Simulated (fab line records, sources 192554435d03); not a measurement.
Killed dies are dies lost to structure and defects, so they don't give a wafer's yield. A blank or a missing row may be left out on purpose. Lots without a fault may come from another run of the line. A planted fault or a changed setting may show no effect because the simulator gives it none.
Chamber matching | flow n5_finfet | N5_FIN_SAQP_MANDREL1_REMOVE_56 on rie_si-01: 4 sister chambers
The step chemistry HBr/Cl2/O2, target a-Si, stops on SiNx, bt time 10 s. 8 wafers are shown with their chamber, then 8 later ones without.

WAFERS WITH THEIR CHAMBER
wafer  | chamber | drypump_motor_current_A (A) | oes_product_au (a.u.)
L076.4 | 2       | 5.5                         | 1.004
L077.5 | 1       | 6.3                         | 0.989
L080.4 | 1       | 6.3                         | 0.961
L080.6 | 3       | 5.5                         | 0.987
L084.1 | 2       | 5.5                         | 1.001
L084.4 | 3       | 5.5                         | 0.997
L084.6 | 0       | 6.2                         | 1.016
L086.1 | 0       | 6.3                         | 1.008

WAFERS WITHOUT THEIR CHAMBER
wafer  | drypump_motor_current_A (A) | oes_product_au (a.u.)
L086.5 | 5.5                         | 0.983
L086.6 | 6.3                         | 1.005
L088.1 | 6.3                         | 0.971
L088.3 | 5.5                         | 0.996
L088.6 | 5.6                         | 0.989
L089.2 | 6.3                         | 0.982
L089.3 | 5.6                         | 0.998
L089.6 | 5.5                         | 0.981

WHICH CHAMBER EACH WENT THROUGH
wafer  | from the rows above     | in truth
L086.5 | can't be placed: 3 or 2 | 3
L086.6 | can't be placed: 0 or 1 | 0
L088.1 | 1                       | 1
L088.3 | can't be placed: 3 or 2 | 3
L088.6 | can't be placed: 3 or 2 | 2
L089.2 | 1                       | 1
L089.3 | can't be placed: 2 or 3 | 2
L089.6 | can't be placed: 3 or 2 | 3
Placed correctly: 2 of 8. Can't be placed from these rows: 6 (the true chamber is among the candidates in 6). Placed wrongly: 0.
How it was worked out, from the rows above alone: a wafer's distance from a chamber is the root of the sum, over the readings, of the square of ((its reading less the chamber's mean) divided by the reading's scatter). The wafer belongs to the nearest chamber; if the next one is less than 2 further off, it can't be placed. A chamber's mean is the mean of its shown wafers. The scatter: the root of (the sum of the squares of (reading less its chamber's mean) over the shown wafers, divided by (wafers less chambers)).
